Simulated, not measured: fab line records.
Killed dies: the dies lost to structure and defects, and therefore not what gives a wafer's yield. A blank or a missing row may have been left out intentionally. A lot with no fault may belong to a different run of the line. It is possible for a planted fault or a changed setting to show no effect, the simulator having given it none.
Which tool is to blame? + flow nandHarc + 33 wafers from 11 lots sampled at 4 of the route's 1302 steps

## WHAT EACH GAUGE READ, for each wafer
The record lacks any reading of a measuring or inspecting step that a usual standard deviation could be used to judge.

## TOOL THAT RAN EACH LOT (tool first, then ch and the chambers of the sampled wafers, then the start)
| lot  | NHARC_A_SLIT_ETCH_17            | NHARC_A_SLIT_ETCH_29              | NHARC_A_WL_FILL_ETCHBACK_16       | NHARC_A_WL_FILL_CVD_20   |
|------|---------------------------------|-----------------------------------|-----------------------------------|--------------------------|
| L454 | harEtch-01 ch 0,1, day 20 14:23 | rieDiel-03 ch 0,3, day 20 18:52   | rieDiel-12 ch 0,3, day 21 14:43   | cvdW-01 ch 0,1, no start |
| L456 | harEtch-01 ch 0,1, day 21 15:55 | rieDiel-11 ch 1,2,3, day 21 20:24 | rieDiel-12 ch 1,2,3, day 22 14:56 | cvdW-01 ch 0,1, no start |
| L457 | harEtch-02 ch 1, day 21 16:01   | rieDiel-03 ch 1,2, day 21 20:32   | rieDiel-10 ch 0,1,2, day 22 14:56 | cvdW-02 ch 0, no start   |
| L459 | harEtch-02 ch 0,1, day 23 23:56 | rieDiel-03 ch 1,3, day 24 04:31   | rieDiel-06 ch 0,1,3, day 24 23:08 | cvdW-02 ch 0,1, no start |
| L464 | harEtch-01 ch 0,1, day 25 00:31 | rieDiel-01 ch 0,1,3, day 25 04:24 | rieDiel-12 ch 0,1,3, day 25 23:38 | cvdW-02 ch 0,1, no start |
| L467 | harEtch-02 ch 0,1, day 25 22:09 | rieDiel-11 ch 0,1,3, day 26 02:01 | rieDiel-10 ch 1,2,3, day 26 21:31 | cvdW-01 ch 0,1, no start |
| L465 | harEtch-02 ch 0,1, day 26 01:19 | rieDiel-03 ch 0,2,3, day 26 05:51 | rieDiel-10 ch 0,1,2, day 27 01:43 | cvdW-01 ch 1, no start   |
| L469 | harEtch-02 ch 0,1, day 27 12:35 | rieDiel-11 ch 0,1, day 27 16:26   | rieDiel-10 ch 2,3, day 28 12:59   | cvdW-02 ch 0,1, no start |
| L472 | harEtch-02 ch 0,1, day 28 21:45 | rieDiel-01 ch 0,1,2, day 29 02:21 | rieDiel-12 ch 1,2,3, day 30 02:18 | cvdW-02 ch 0,1, no start |
| L473 | harEtch-02 ch 1, day 29 01:39   | rieDiel-03 ch 0,1,3, day 29 06:10 | rieDiel-12 ch 0,3, day 30 02:23   | cvdW-01 ch 0,1, no start |
| L475 | harEtch-01 ch 1, day 29 19:38   | rieDiel-01 ch 0,1,2, day 29 23:33 | rieDiel-12 ch 0,2, day 30 19:49   | cvdW-01 ch 0,1, no start |
- NHARC_A_SLIT_ETCH_17: etches the open film in C4F8/O2/Ar, time 4254.5 s, target depth 20300 nm.
- NHARC_A_SLIT_ETCH_29: etches the open film in CF4/O2, target depth 100 nm, overetch 10 nm, time 55 s.
- NHARC_A_WL_FILL_ETCHBACK_16: etches the open film in C4F8/O2/Ar, target depth 120 nm, time 24 s.
- NHARC_A_WL_FILL_CVD_20: deposits W, target thk 100 nm, time 74 s.

## WHAT THE TOOLS THEMSELVES READ (means of the sampled wafers that have a number; where no wafer has one, the mark that the record gives instead)
NHARC_A_SLIT_ETCH_17. Usual: chamberPressureMTorr 20.002 mTorr, standard deviation 0.021; drypumpMotorCurrentA 6.1 A, standard deviation 0.4; o2FlowSccm 41.71 sccm, standard deviation 0.11; showerheadPlenumPTorr 3.62 Torr, standard deviation 0.15; throttleValvePct 32.045 %, standard deviation 0.01.
| lot  | tool       | chamberPressureMTorr (mTorr) | drypumpMotorCurrentA (A) | o2FlowSccm (sccm) | showerheadPlenumPTorr (Torr) | throttleValvePct (%) | flag |
|------|------------|------------------------------|--------------------------|-------------------|------------------------------|----------------------|------|
| L454 | harEtch-01 | 19.988                       | 6.0                      | 41.83             | 3.53                         | 32.045               |      |
| L456 | harEtch-01 | 20.019                       | 5.8                      | 41.61             | 3.59                         | 32.038               |      |
| L457 | harEtch-02 | 19.988                       | 5.9                      | 41.61             | 3.62                         | 32.044               |      |
| L459 | harEtch-02 | 20.011                       | 6.5                      | 41.70             | 3.79                         | 32.041               |      |
| L464 | harEtch-01 | 19.998                       | 6.0                      | 41.74             | 3.50                         | 32.054               |      |
| L467 | harEtch-02 | 20.003                       | 6.2                      | 41.68             | 3.68                         | 32.043               |      |
| L465 | harEtch-02 | 20.017                       | 6.5                      | 41.69             | 3.78                         | 32.039               |      |
| L469 | harEtch-02 | 20.001                       | 6.3                      | 41.73             | 3.67                         | 32.053               |      |
| L472 | harEtch-02 | 19.980                       | 6.2                      | 41.79             | 3.66                         | 32.039               |      |
| L473 | harEtch-02 | 20.004                       | 5.9                      | 41.67             | 3.57                         | 32.047               |      |
| L475 | harEtch-01 | 20.013                       | 5.7                      | 41.67             | 3.57                         | 32.049               |      |

NHARC_A_SLIT_ETCH_29. Usual: chamberPressureMTorr 29.999 mTorr, standard deviation 0.027; drypumpMotorCurrentA 5.5 A, standard deviation 0.34; o2FlowSccm 20.00 sccm, standard deviation 0.056; oesProductAu 0.998 a.u., standard deviation 0.0067; rfVppV 197.7 V, standard deviation 1.2; showerheadPlenumPTorr 1.33 Torr, standard deviation 0.051; throttleValvePct 13.398 %, standard deviation 0.0088.
| lot  | tool       | chamberPressureMTorr (mTorr) | drypumpMotorCurrentA (A) | o2FlowSccm (sccm) | oesProductAu (a.u.) | rfVppV (V) | showerheadPlenumPTorr (Torr) | throttleValvePct (%) | flag |
|------|------------|------------------------------|--------------------------|-------------------|---------------------|------------|------------------------------|----------------------|------|
| L454 | rieDiel-03 | 29.989                       | 5.2                      | 19.99             | 0.997               | 197.7      | 1.31                         | 13.403               |      |
| L456 | rieDiel-11 | 30.008                       | 5.8                      | 19.95             | 0.999               | 196.7      | 1.30                         | 13.394               |      |
| L457 | rieDiel-03 | 29.990                       | 5.8                      | 20.00             | 0.998               | 196.0      | 1.27                         | 13.391               |      |
| L459 | rieDiel-03 | 30.007                       | 5.4                      | 19.97             | 1.005               | 198.1      | 1.32                         | 13.399               |      |
| L464 | rieDiel-01 | 30.011                       | 5.3                      | 20.03             | 0.996               | 198.9      | 1.41                         | 13.399               |      |
| L467 | rieDiel-11 | 29.987                       | 5.8                      | 20.00             | 0.999               | 197.9      | 1.32                         | 13.405               |      |
| L465 | rieDiel-03 | 29.982                       | 5.2                      | 19.98             | 1.004               | 196.9      | 1.30                         | 13.396               |      |
| L469 | rieDiel-11 | 30.001                       | 5.9                      | 19.98             | 0.990               | 197.6      | 1.33                         | 13.398               |      |
| L472 | rieDiel-01 | 30.005                       | 5.3                      | 20.01             | 1.003               | 198.6      | 1.37                         | 13.393               |      |
| L473 | rieDiel-03 | 30.026                       | 5.5                      | 19.96             | 1.003               | 197.7      | 1.31                         | 13.398               |      |
| L475 | rieDiel-01 | 30.023                       | 5.3                      | 20.01             | 1.000               | 198.2      | 1.37                         | 13.391               |      |

NHARC_A_WL_FILL_ETCHBACK_16. Usual: chamberPressureMTorr 24.997 mTorr, standard deviation 0.022; oesProductAu 0.982 a.u., standard deviation 0.028; rfVppV 721 V, standard deviation 3.2; runLengthS 45.3 s, standard deviation 0.36.
| lot  | tool       | chamberPressureMTorr (mTorr) | oesProductAu (a.u.) | rfVppV (V) | runLengthS (s) | flag |
|------|------------|------------------------------|---------------------|------------|----------------|------|
| L454 | rieDiel-12 | 24.990                       | 1.008               | 720        | 45.6           |      |
| L456 | rieDiel-12 | 25.002                       | 0.998               | 720        | 45.5           |      |
| L457 | rieDiel-10 | 25.000                       | 0.995               | 721        | 45.1           |      |
| L459 | rieDiel-06 | 24.991                       | 0.999               | 721        | 45.5           |      |
| L464 | rieDiel-12 | 24.981                       | 1.000               | 718        | 45.1           |      |
| L467 | rieDiel-10 | 24.991                       | 0.993               | 722        | 45.4           |      |
| L465 | rieDiel-10 | 25.019                       | 0.995               | 721        | 47.5           | OFF  |
| L469 | rieDiel-10 | 25.031                       | 0.958               | 724        | 46.7           | OFF  |
| L472 | rieDiel-12 | 25.004                       | 0.997               | 720        | 45.3           |      |
| L473 | rieDiel-12 | 24.972                       | 0.993               | 720        | 45.1           |      |
| L475 | rieDiel-12 | 24.992                       | 1.006               | 722        | 45.3           |      |

NHARC_A_WL_FILL_CVD_20. Usual: heaterPowerW 824 W, standard deviation 100; throttleValvePct 8.10 %, standard deviation 0.3.
| lot  | tool    | heaterPowerW (W) | throttleValvePct (%) | flag |
|------|---------|------------------|----------------------|------|
| L454 | cvdW-01 | 919              | 7.78                 |      |
| L456 | cvdW-01 | 880              | 7.80                 |      |
| L457 | cvdW-02 | 663              | 8.30                 |      |
| L459 | cvdW-02 | 711              | 8.34                 |      |
| L464 | cvdW-02 | 706              | 8.65                 |      |
| L467 | cvdW-01 | 916              | 7.91                 |      |
| L465 | cvdW-01 | 943              | 7.95                 |      |
| L469 | cvdW-02 | 770              | 8.17                 |      |
| L472 | cvdW-02 | 722              | 8.52                 |      |
| L473 | cvdW-01 | 925              | 8.10                 |      |
| L475 | cvdW-01 | 902              | 7.84                 |      |

## THE ANSWER, worked out from the rows above alone
Rule: take the mean of a lot's wafers that have a number; if it is more than 3 standard deviations from the usual mean, the lot is off. A lot without any number at a reading at which 4 lots or more have one is off too. All remaining lots with rows at the step are treated as sound. First the gauges in route order, then the tools' own readings, where a lot's mean is used as printed above. The first step at which some lot is off is used, and at that step the reading that is off furthest; a lot without a number counts as furthest.
Off: L465, L469, at NHARC_A_WL_FILL_ETCHBACK_16 (runLengthS).
If a tool, at that step or one of the process steps before it, ran each lot that is off and ran no sound lot following the first of them, it fits. One fits: rieDiel-10 at NHARC_A_WL_FILL_ETCHBACK_16. A fault onset in the window from L467 (day 26 21:31, its last sound lot) to L465 (day 27 01:43, its first lot off) fits.
The tool's own readings at NHARC_A_WL_FILL_ETCHBACK_16 bear it out: on the lots that are off they differ by more than 5 times the standard deviation of the sound lots' means. runLengthS reads 47.1 s there against 45.3 s on the sound lots.

## WHAT HAD BEEN PUT IN BY THE SIMULATOR
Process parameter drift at NHARC_A_WL_FILL_ETCHBACK_16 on rieDiel-10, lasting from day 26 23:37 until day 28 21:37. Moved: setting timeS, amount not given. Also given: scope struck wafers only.
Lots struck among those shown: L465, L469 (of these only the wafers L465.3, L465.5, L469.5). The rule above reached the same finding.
